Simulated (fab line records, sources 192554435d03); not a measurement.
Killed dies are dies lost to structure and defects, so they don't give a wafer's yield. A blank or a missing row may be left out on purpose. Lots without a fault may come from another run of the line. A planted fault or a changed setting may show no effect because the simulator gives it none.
fab line records | flow n5_finfet
record lots=24 wafers=72 last_day=17
route steps=1938 shown BEOL_M5@1193 BEOL_M6@1211 BEOL_M7@1267
lots that met no fault: from a run of the same line without faults
start_h: hours from the record's first day to the start of the lot's first wafer shown | wait_h: hours since the lot's step before | " the same as in the row above | L1.1+2: a row that stands for several wafers | - no value, or no start given | * or withheld: withheld | < > ~ a bound
route shown NAME@n: a module of which the file shows steps, and the number in the route of the first | usual: mean/standard deviation of fault-free wafers | same: alike in all rows | chamber/n: place in a boat | sites: the reading at each site | _std_site: their standard deviation | _edge_site: outer sites' mean less inner sites' | radius_mm: how far each site lies from the wafer's centre | mask NAME#n: copy n | behind: the tool/chamber that last shaped the wafer | hold: why the lot was held/for how many hours/how that ended | device: the transistor (n, p or np) that didn't switch | end of line: the same wafers' tests at the end of the route | a step without rows: its recipe alone | killed: dies lost to structure and defects at the first sort, not the wafer's yield | map: a wafer's dies, x killed, . not, _ none there
set.NAME: the setting as run; set.NAME@STEP: as run at that earlier step | model.NAME: the simulator's own value behind a step, which no gauge read
steps of the route over a sample of lots; a table a step, a row a wafer
services: from which hour (start_h, from the record's first day; less than 0 if before it) a tool's chamber was out of use, for how many hours, and why
## steps
# step N5_BEOL_M5_INSPECT_58
# recipe inspect_instrument=darkfield mode=post_dep
# usual raw_defect_count=77/26
# columns lot.wafer tool chamber start_h wait_h raw_defect_count
L074.1 defect_inspect-01 - 180.02 0.0 83
L074.4 " - " " 65
L074.6 " - " " 63
L075.1 defect_inspect-01 - 182.77 0.0 93
L075.4 " - " " 70
L075.6 " - " " 85
L076.2 defect_inspect-01 - 192.55 0.0 69
L076.3 " - " " 30
L076.4 " - " " 39
L077.2 defect_inspect-01 - 197.40 0.0 64
L077.3 " - " " 61
L077.5 " - " " 87
L078.1 defect_inspect-02 - 205.52 0.0 118
L078.2 " - " " 112
L078.3 " - " " 132
L079.3 defect_inspect-01 - 207.48 0.1 44
L079.4 " - " " 38
L079.5 " - " " 56
L080.2 defect_inspect-01 - 213.90 0.0 62
L080.3 " - " " 127
L080.6 " - " " 84
L082.1 defect_inspect-01 - 214.86 0.0 57
L082.4 " - " " 72
L082.5 " - " " 71
L081.2 defect_inspect-02 - 217.74 0.0 88
L081.3 " - " " 121
L081.4 " - " " 78
L083.1 defect_inspect-01 - 220.35 0.0 88
L083.5 " - " " 131
L083.6 " - " " 121
L084.1 defect_inspect-01 - 239.12 0.0 71
L084.2 " - " " 63
L084.4 " - " " 116
L086.1 defect_inspect-01 - 252.86 0.0 48
L086.2 " - " " 43
L086.4 " - " " 93
L085.3 defect_inspect-02 - 253.95 0.0 48
L085.4 " - " " 89
L085.5 " - " " 101
L087.2 defect_inspect-02 - 258.45 0.0 73
L087.4 " - " " 123
L087.5 " - " " 96
L088.3 defect_inspect-01 - 258.83 0.0 76
L088.4 " - " " 55
L088.5 " - " " 69
L089.1 defect_inspect-01 - 261.96 0.0 93
L089.2 " - " " 72
L089.6 " - " " 68
L091.3 defect_inspect-01 - 275.55 0.0 53
L091.4 " - " " 66
L091.5 " - " " 68
L090.1 defect_inspect-01 - 276.34 0.0 96
L090.4 " - " " 101
L090.5 " - " " 105
L092.1 defect_inspect-01 - 281.98 0.0 52
L092.2 " - " " 107
L092.5 " - " " 73
L093.3 defect_inspect-02 - 293.73 0.0 45
L093.4 " - " " 69
L093.6 " - " " 60
L094.1 defect_inspect-01 - 301.08 0.0 104
L094.4 " - " " 110
L094.5 " - " " 76
L095.1 defect_inspect-02 - 304.31 0.0 49
L095.4 " - " " 88
L095.6 " - " " 99
L096.3 defect_inspect-02 - 307.97 0.0 84
L096.5 " - " " 46
L096.6 " - " " 62
L097.1 defect_inspect-02 - 309.39 0.0 83
L097.2 " - " " 46
L097.5 " - " " 43
# step N5_BEOL_M6_ETCH_61
# recipe chemistry=CF4 target=SiARC target_depth_a=455 mask_material=CAR-ArF time_s=75.8 ion_energy_ev=80 pressure_mtorr=40 source_w=545 bias_w=36 Ar_flow_sccm=100 cf4_flow_sccm=100 ends=cleared
# usual drypump_motor_current_A=5.5/0.51 etch_rf_on_time_s=75.9/2.1 oes_product_au=0.66/0.073 rf_vpp_V=184.2/1.4 showerhead_plenum_p_Torr=2.14/0.083 throttle_valve_pct=15.67/0.22
# columns lot.wafer tool chamber start_h wait_h drypump_motor_current_A etch_rf_on_time_s oes_product_au rf_hours_counter_h rf_vpp_V showerhead_plenum_p_Torr throttle_valve_pct
L074.1 rie_diel-06 2 182.62 0.0 5.3 74.9 0.63 186 182.9 2.12 15.79
L074.4 " 0 " " 4.8 75.8 0.65 159 184.0 2.06 15.63
L074.6 " 2 " " 5.3 74.6 0.63 - 183.1 2.12 15.79
L075.1 rie_diel-04 1 185.97 0.0 5.9 77.0 0.63 180 183.2 2.04 15.48
L075.4 " 2 " " 6.3 73.6 0.73 58 182.1 2.09 15.76
L075.6 " 0 " " 5.7 78.4 0.59 - 185.9 2.20 15.65
L076.2 rie_diel-06 0 196.04 0.0 4.8 75.4 0.64 162 181.9 2.06 15.64
L076.3 " 2 " " 5.3 73.2 0.63 190 184.5 2.12 15.79
L076.4 " 1 " " 5.6 72.8 0.63 192 181.9 2.13 15.96
L077.2 rie_diel-06 2 199.99 0.0 5.3 73.2 0.63 192 184.3 2.12 15.79
L077.3 " 0 " " 4.8 76.1 0.64 164 182.9 2.06 15.64
L077.5 " 3 " " 4.9 72.0 0.84 - 185.8 2.28 15.43
L078.1 rie_diel-04 2 208.26 0.0 6.3 74.7 0.72 66 183.9 2.09 15.77
L078.2 " 0 " " 5.7 79.8 0.57 224 185.2 2.20 15.66
L078.3 " 3 " " 5.1 76.4 0.64 136 183.6 2.15 15.77
L079.3 rie_diel-04 0 208.80 0.0 5.7 80.0 0.57 224 184.7 2.20 15.67
L079.4 " 3 " " 5.1 75.2 0.65 136 183.5 2.15 15.78
L079.5 " 1 " " 5.8 77.4 0.62 - 182.3 2.03 15.50
L080.2 rie_diel-05 2 217.69 0.0 5.4 77.9 0.71 63 184.7 2.24 15.34
L080.3 " 1 " " 5.1 77.4 0.73 53 183.0 2.10 15.50
L080.6 " 1 " " 5.1 77.4 0.73 - 183.0 2.10 15.51
L082.1 rie_diel-05 2 218.18 0.0 5.4 79.5 0.72 63 185.4 2.24 15.35
L082.4 " 0 " " 5.9 74.2 0.65 134 185.2 2.25 15.98
L082.5 " 0 " " 5.9 74.3 0.64 - 184.2 2.25 15.97
L081.2 rie_diel-05 2 220.21 0.0 5.4 78.3 0.72 64 185.7 2.24 15.33
L081.3 " 3 " " 6.4 80.1 0.57 247 182.5 2.03 15.77
L081.4 " 1 " " 5.1 76.8 0.73 54 183.2 2.10 15.51
L083.1 rie_diel-04 0 223.02 0.0 5.7 78.3 0.58 229 184.3 2.19 15.67
L083.5 " 3 " " 5.1 74.0 0.65 - 183.0 2.15 15.79
L083.6 " 0 " " 5.7 78.6 0.57 - 184.6 2.19 15.68
L084.1 rie_diel-06 3 242.10 0.0 4.8 72.7 0.81 23 186.6 2.27 15.47
L084.2 " 1 " " 5.6 74.9 0.62 209 183.5 2.13 16.00
L084.4 " 2 " " 5.3 73.9 0.62 207 185.3 2.11 15.82
L086.1 rie_diel-05 3 255.54 0.0 6.4 78.5 0.81 3 186.0 2.28 15.30
L086.2 " 0 " " 5.9 73.4 0.64 150 185.0 2.24 16.00
L086.4 " 1 " " 5.1 77.0 0.71 69 182.8 2.10 15.53
L085.3 rie_diel-04 1 256.21 0.0 5.8 77.2 0.62 206 182.6 2.03 15.51
L085.4 " 0 " " 5.8 78.7 0.57 240 183.8 2.19 15.68
L085.5 " 0 " " 5.7 79.1 0.57 - 185.5 2.19 15.68
L087.2 rie_diel-06 2 260.55 0.0 5.3 74.1 0.61 214 183.2 2.11 15.85
L087.4 " 2 " " 5.3 74.5 0.61 - 184.0 2.11 15.84
L087.5 " 1 " " 5.6 75.3 0.61 - 183.0 2.13 16.02
L088.3 rie_diel-06 1 260.87 0.0 5.6 74.5 0.61 216 184.4 2.13 16.03
L088.4 " 0 " " 4.8 75.6 0.63 - 183.0 2.05 15.69
L088.5 " 1 " " 5.6 74.5 0.61 - 184.3 2.13 16.02
L089.1 rie_diel-06 2 264.08 0.0 5.3 73.7 0.61 216 185.5 2.11 15.85
L089.2 " 0 " " 4.8 74.8 0.63 188 183.7 2.05 15.69
L089.6 " 3 " " 4.9 72.3 0.78 - 185.6 2.27 15.49
L091.3 rie_diel-06 0 278.13 0.0 4.8 75.3 0.62 192 183.6 2.05 15.72
L091.4 " 1 " " 5.6 74.2 0.61 224 183.1 2.12 16.02
L091.5 " 3 " " 4.8 73.2 0.78 - 185.4 2.27 15.49
L090.1 rie_diel-05 2 278.35 0.0 5.4 79.2 0.69 87 184.7 2.23 15.39
L090.4 " 1 " " 5.1 76.3 0.71 77 183.5 2.09 15.55
L090.5 " 0 " " 5.9 73.7 0.63 - 187.0 2.24 16.02
L092.1 rie_diel-05 0 283.86 0.0 5.9 74.8 0.63 160 184.8 2.24 16.01
L092.2 " 2 " " 5.3 79.5 0.68 90 185.7 2.23 15.38
L092.5 " 2 " " 5.4 79.5 0.68 - 186.9 2.23 15.40
L093.3 rie_diel-06 2 295.28 0.0 5.3 75.0 0.60 227 182.8 2.11 15.86
L093.4 " 3 " " 4.9 73.7 0.76 43 187.4 2.26 15.53
L093.6 " 0 " " 4.8 75.6 0.62 - 182.2 2.05 15.72
L094.1 rie_diel-04 3 303.46 0.0 5.0 74.8 0.63 172 183.9 2.14 15.84
L094.4 " 1 " " 5.9 77.6 0.60 - 182.4 2.02 15.56
L094.5 " 3 " " 5.1 74.6 0.63 - 185.1 2.14 15.83
L095.1 rie_diel-06 3 308.50 0.0 4.8 73.2 0.76 48 186.5 2.26 15.52
L095.4 " 0 " " 4.8 76.1 0.61 205 183.1 2.05 15.73
L095.6 " 1 " " 5.6 75.0 0.60 - 183.4 2.12 16.05
L096.3 rie_diel-05 1 309.22 0.0 5.1 77.5 0.69 88 182.5 2.09 15.59
L096.5 " 3 " " 6.4 78.1 0.78 - 186.9 2.27 15.33
L096.6 " 2 " " 5.3 78.7 0.68 - 185.7 2.23 15.41
L097.1 rie_diel-04 0 312.01 0.0 5.7 77.8 0.85 1 186.0 2.19 15.23
L097.2 " 2 " " 6.3 75.3 0.68 103 183.6 2.08 15.85
L097.5 " 3 " " 5.0 76.1 0.62 - 185.7 2.14 15.87
# step N5_BEOL_M6_OVL_MEAS_29
# recipe points_per_wafer=522
# usual V5_OVL=-0.1/0.58
# columns lot.wafer tool chamber start_h wait_h V5_OVL[nm]
L074.1 overlay-01 0 184.90 0.0 -0.2
L074.4 " 0 " " -0.5
L074.6 " 0 " " -0.3
L075.1 overlay-02 0 186.87 0.0 -0.6
L075.4 " 0 " " 0.0
L075.6 " 0 " " 0.7
L076.2 overlay-02 0 198.08 0.0 -0.4
L076.3 " 0 " " 0.7
L076.4 " 0 " " -0.2
L077.2 overlay-02 0 202.31 0.0 0.1
L077.3 " 0 " " 0.0
L077.5 " 0 " " 0.5
L079.3 overlay-02 0 209.90 0.0 0.8
L079.4 " 0 " " -0.2
L079.5 " 0 " " 0.7
L078.1 overlay-01 0 209.93 0.0 0.8
L078.2 " 0 " " 0.5
L078.3 " 0 " " -0.1
L080.2 overlay-02 0 218.64 0.0 -0.1
L080.3 " 0 " " -0.1
L080.6 " 0 " " 0.4
L082.1 overlay-01 0 218.94 0.0 1.1
L082.4 " 0 " " 0.6
L082.5 " 0 " " 0.5
L081.2 overlay-02 0 221.45 0.0 -0.4
L081.3 " 0 " " -0.3
L081.4 " 0 " " -0.2
L083.1 overlay-01 0 223.92 0.0 -0.4
L083.5 " 0 " " 0.0
L083.6 " 0 " " -0.4
L084.1 overlay-02 0 243.60 0.0 -0.2
L084.2 " 0 " " -1.3
L084.4 " 0 " " -0.8
L085.3 overlay-01 0 257.65 0.0 -0.4
L085.4 " 0 " " -0.6
L085.5 " 0 " " 0.2
L086.1 overlay-01 0 257.80 0.0 -0.4
L086.2 " 0 " " -1.2
L086.4 " 0 " " -0.7
L087.2 overlay-01 0 262.28 0.0 0.3
L087.4 " 0 " " 0.7
L087.5 " 0 " " 0.5
L088.3 overlay-02 0 262.33 0.0 0.3
L088.4 " 0 " " -0.1
L088.5 " 0 " " -0.1
L089.1 overlay-01 0 266.06 0.0 0.4
L089.2 " 0 " " -0.3
L089.6 " 0 " " -0.9
L090.1 overlay-01 0 280.64 0.0 -0.2
L090.4 " 0 " " 0.1
L090.5 " 0 " " -0.1
L091.3 overlay-01 0 280.82 0.0 1.0
L091.4 " 0 " " -0.8
L091.5 " 0 " " 0.1
L092.1 overlay-01 0 284.81 0.0 -0.2
L092.2 " 0 " " -0.6
L092.5 " 0 " " -0.2
L093.3 overlay-01 0 296.49 0.0 0.6
L093.4 " 0 " " 1.0
L093.6 " 0 " " 1.1
L094.1 overlay-01 0 307.13 0.0 0.3
L094.4 " 0 " " 0.2
L094.5 " 0 " " 1.2
L095.1 overlay-01 0 309.69 0.0 -0.2
L095.4 " 0 " " -0.2
L095.6 " 0 " " -1.0
L096.3 overlay-02 0 310.10 0.0 -0.6
L096.5 " 0 " " -0.8
L096.6 " 0 " " -0.8
L097.1 overlay-01 0 313.66 0.0 -0.3
L097.2 " 0 " " -0.9
L097.5 " 0 " " -0.1
# step N5_BEOL_M6_CD_MEAS_35
# recipe target_cd_nm=40 target_cd_y_nm=28 polarity=opening
# usual cd_nm=39.9/0.64
# columns lot.wafer tool chamber start_h wait_h cd_nm
L074.1 cd_sem-03 - 185.57 0.0 40.5
L074.4 " - " " 39.9
L074.6 " - " " 39.8
L075.1 cd_sem-02 - 187.55 0.0 40.3
L075.4 " - " " 40.2
L075.6 " - " " 39.1
L076.2 cd_sem-03 - 198.83 0.0 39.6
L076.3 " - " " 39.6
L076.4 " - " " 39.5
L077.2 cd_sem-03 - 203.05 0.0 40.0
L077.3 " - " " 38.9
L077.5 " - " " 39.3
L079.3 cd_sem-02 - 210.58 0.0 40.2
L079.4 " - " " 40.6
L079.5 " - " " 40.6
L078.1 cd_sem-03 - 210.98 0.0 41.6
L078.2 " - " " 39.6
L078.3 " - " " 40.6
L080.2 cd_sem-02 - 219.32 0.0 39.7
L080.3 " - " " 39.8
L080.6 " - " " 39.6
L082.1 cd_sem-02 - 219.82 0.0 39.7
L082.4 " - " " 40.1
L082.5 " - " " 39.6
L081.2 cd_sem-02 - 222.24 0.0 39.9
L081.3 " - " " 40.2
L081.4 " - " " 40.6
L083.1 cd_sem-02 - 224.61 0.0 39.7
L083.5 " - " " 40.1
L083.6 " - " " 40.9
L084.1 cd_sem-02 - 244.43 0.0 39.5
L084.2 " - " " 39.9
L084.4 " - " " 40.1
L085.3 cd_sem-03 - 258.31 0.0 39.1
L085.4 " - " " 38.5
L085.5 " - " " 38.3
L086.1 cd_sem-01 - 258.48 0.0 40.1
L086.2 " - " " 39.5
L086.4 " - " " 39.8
L087.2 cd_sem-03 - 262.95 0.0 38.3
L087.4 " - " " 39.4
L087.5 " - " " 39.6
L088.3 cd_sem-01 - 263.30 0.0 39.8
L088.4 " - " " 40.0
L088.5 " - " " 39.8
L089.1 cd_sem-02 - 266.86 0.0 39.2
L089.2 " - " " 38.5
L089.6 " - " " 40.1
L090.1 cd_sem-02 - 281.31 0.0 40.4
L090.4 " - " " 41.1
L090.5 " - " " 39.8
L091.3 cd_sem-02 - 281.75 0.0 39.5
L091.4 " - " " 39.9
L091.5 " - " " 40.4
L092.1 cd_sem-03 - 285.48 0.0 39.0
L092.2 " - " " 39.2
L092.5 " - " " 39.7
L093.3 cd_sem-02 - 297.49 0.0 39.5
L093.4 " - " " 40.4
L093.6 " - " " 39.0
L094.1 cd_sem-01 - 307.81 0.0 40.6
L094.4 " - " " 40.1
L094.5 " - " " 40.4
L095.1 cd_sem-01 - 310.46 0.0 40.3
L095.4 " - " " 39.5
L095.6 " - " " 39.6
L096.3 cd_sem-01 - 310.77 0.0 39.7
L096.5 " - " " 39.8
L096.6 " - " " 40.5
L097.1 cd_sem-03 - 314.62 0.0 38.7
L097.2 " - " " 39.9
L097.5 " - " " 40.0
# step N5_BEOL_M6_PRE_CLEAN_45
# recipe gas=H2/He time_s=30 temp_c=250
# usual heater_power_w=328/24
# columns lot.wafer tool chamber start_h wait_h heater_power_w
L074.1 pvd_sputter-01 - 186.37 0.0 352
L074.4 " - " " 336
L074.6 " - " " 357
L075.1 pvd_sputter-01 - 188.06 0.0 309
L075.4 " - " " 345
L075.6 " - " " 324
L076.2 pvd_sputter-01 - 199.28 0.0 306
L076.3 " - " " 362
L076.4 " - " " 339
L077.2 pvd_sputter-03 - 203.47 0.0 331
L077.3 " - " " 279
L077.5 " - " " 315
L079.3 pvd_sputter-03 - 211.31 0.0 322
L079.4 " - " " 298
L079.5 " - " " 322
L078.1 pvd_sputter-01 - 213.02 0.0 346
L078.2 " - " " 348
L078.3 " - " " 310
L080.2 pvd_sputter-01 - 219.74 0.0 314
L080.3 " - " " 346
L080.6 " - " " 312
L082.1 pvd_sputter-02 - 220.32 0.0 325
L082.4 " - " " 367
L082.5 " - " " 356
L081.2 pvd_sputter-02 - 222.88 0.0 366
L081.3 " - " " 351
L081.4 " - " " 317
L083.1 pvd_sputter-01 - 225.18 0.0 335
L083.5 " - " " 338
L083.6 " - " " 304
L084.1 pvd_sputter-01 - 245.14 0.0 316
L084.2 " - " " 342
L084.4 " - " " 366
L085.3 pvd_sputter-02 - 259.39 0.0 352
L085.4 " - " " 319
L085.5 " - " " 351
L086.1 pvd_sputter-02 - 259.55 0.0 357
L086.2 " - " " 364
L086.4 " - " " 325
L087.2 pvd_sputter-03 - 263.54 0.0 302
L087.4 " - " " 341
L087.5 " - " " 329
L088.3 pvd_sputter-03 - 263.70 0.0 280
L088.4 " - " " 334
L088.5 " - " " 280
L089.1 pvd_sputter-03 - 267.50 0.0 305
L089.2 " - " " 281
L089.6 " - " " 301
L090.1 pvd_sputter-01 - 282.33 0.0 324
L090.4 " - " " 304
L090.5 " - " " 357
L091.3 pvd_sputter-03 - 282.64 0.0 318
L091.4 " - " " 280
L091.5 " - " " 315
L092.1 pvd_sputter-02 - 286.01 0.0 358
L092.2 " - " " 321
L092.5 " - " " 357
L093.3 pvd_sputter-02 - 297.92 0.0 364
L093.4 " - " " 356
L093.6 " - " " 358
L094.1 pvd_sputter-02 - 308.43 0.0 314
L094.4 " - " " 350
L094.5 " - " " 324
L095.1 pvd_sputter-01 - 311.45 0.0 340
L095.4 " - " " 317
L095.6 " - " " 353
L096.3 pvd_sputter-03 - 311.62 0.0 334
L096.5 " - " " 337
L096.6 " - " " 281
L097.1 pvd_sputter-03 - 315.25 0.0 332
L097.2 " - " " 328
L097.5 " - " " 302
# step N5_BEOL_M7_HM_DEP_02
# recipe material=TiN target_thk_a=200 temp_c=25 chamber_pressure_pa=0.49996
# usual throttle_valve_pct=29.7/0.97
# columns lot.wafer tool chamber start_h wait_h throttle_valve_pct
L074.1 pvd_sputter-03 - 189.75 0.2 29.1
L074.4 " - " " 31.6
L074.6 " - " " 29.4
L075.1 pvd_sputter-03 - 191.89 1.6 28.7
L075.4 " - " " 31.6
L075.6 " - " " 31.7
L076.2 pvd_sputter-03 - 202.73 1.2 31.5
L076.3 " - " " 29.3
L076.4 " - " " 29.1
L077.2 pvd_sputter-02 - 207.55 1.2 30.4
L077.3 " - " " 31.1
L077.5 " - " " 29.3
L079.3 pvd_sputter-03 - 216.94 2.4 29.6
L079.4 " - " " 31.5
L079.5 " - " " 29.1
L078.1 pvd_sputter-02 - 217.46 1.3 29.4
L078.2 " - " " 30.0
L078.3 " - " " 31.2
L080.2 pvd_sputter-01 - 222.81 0.8 29.7
L080.3 " - " " 29.8
L080.6 " - " " 29.9
L082.1 pvd_sputter-01 - 223.86 0.0 28.1
L082.4 " - " " 30.0
L082.5 " - " " 29.6
L081.2 pvd_sputter-02 - 225.88 0.2 29.8
L081.3 " - " " 30.2
L081.4 " - " " 31.2
L083.1 pvd_sputter-03 - 228.54 1.1 29.1
L083.5 " - " " 29.5
L083.6 " - " " 28.5
L084.1 pvd_sputter-01 - 248.44 0.7 29.5
L084.2 " - " " 28.0
L084.4 " - " " 29.7
L085.3 pvd_sputter-03 - 263.04 1.0 31.4
L085.4 " - " " 29.1
L085.5 " - " " 29.4
L086.1 pvd_sputter-01 - 263.37 0.8 28.0
L086.2 " - " " 29.5
L086.4 " - " " 29.8
L087.2 pvd_sputter-02 - 266.89 1.1 30.4
L087.4 " - " " 31.3
L087.5 " - " " 31.2
L088.3 pvd_sputter-03 - 267.28 0.4 29.1
L088.4 " - " " 31.5
L088.5 " - " " 28.8
L089.1 pvd_sputter-01 - 270.69 0.0 29.6
L089.2 " - " " 28.0
L089.6 " - " " 29.2
L090.1 pvd_sputter-02 - 286.05 0.6 29.2
L090.4 " - " " 31.2
L090.5 " - " " 31.1
L091.3 pvd_sputter-03 - 286.22 0.6 29.1
L091.4 " - " " 28.5
L091.5 " - " " 28.8
L092.1 pvd_sputter-02 - 289.40 1.2 30.1
L092.2 " - " " 30.4
L092.5 " - " " 29.8
L093.3 pvd_sputter-02 - 302.44 1.3 29.5
L093.4 " - " " 30.9
L093.6 " - " " 31.2
L094.1 pvd_sputter-01 - 311.61 0.5 29.7
L094.4 " - " " 30.1
L094.5 " - " " 30.0
L095.1 pvd_sputter-03 - 314.61 0.9 31.5
L095.4 " - " " 29.1
L095.6 " - " " 31.4
L096.3 pvd_sputter-03 - 314.71 0.5 29.6
L096.5 " - " " 28.9
L096.6 " - " " 28.8
L097.1 pvd_sputter-03 - 321.79 0.3 29.3
L097.2 " - " " 31.4
L097.5 " - " " 29.2
## services
# columns tool chamber start_h hours kind
rie_diel-04 - 164.74 4.3 pm
rie_diel-04 - 212.56 0.5 repair
rie_diel-05 0 213.29 4.7 repair
rie_diel-06 - 216.71 2.8 pm
rie_diel-04 0 224.29 7.6 repair
rie_diel-05 3 226.40 - clean
rie_diel-05 3 226.40 - consumable_replace:focus_ring
rie_diel-05 3 226.40 - consumable_replace:showerhead
rie_diel-05 3 226.40 20.0 scheduled_down
rie_diel-05 3 226.40 20.0 vent_cycle
rie_diel-04 - 228.63 2.8 pm
rie_diel-06 3 258.82 2.4 repair
rie_diel-04 0 292.44 - clean
rie_diel-04 0 292.44 - consumable_replace:focus_ring
rie_diel-04 0 292.44 17.5 scheduled_down
rie_diel-04 0 292.44 17.5 vent_cycle
pvd_sputter-02 - 316.01 7.5 repair
## key
fault none
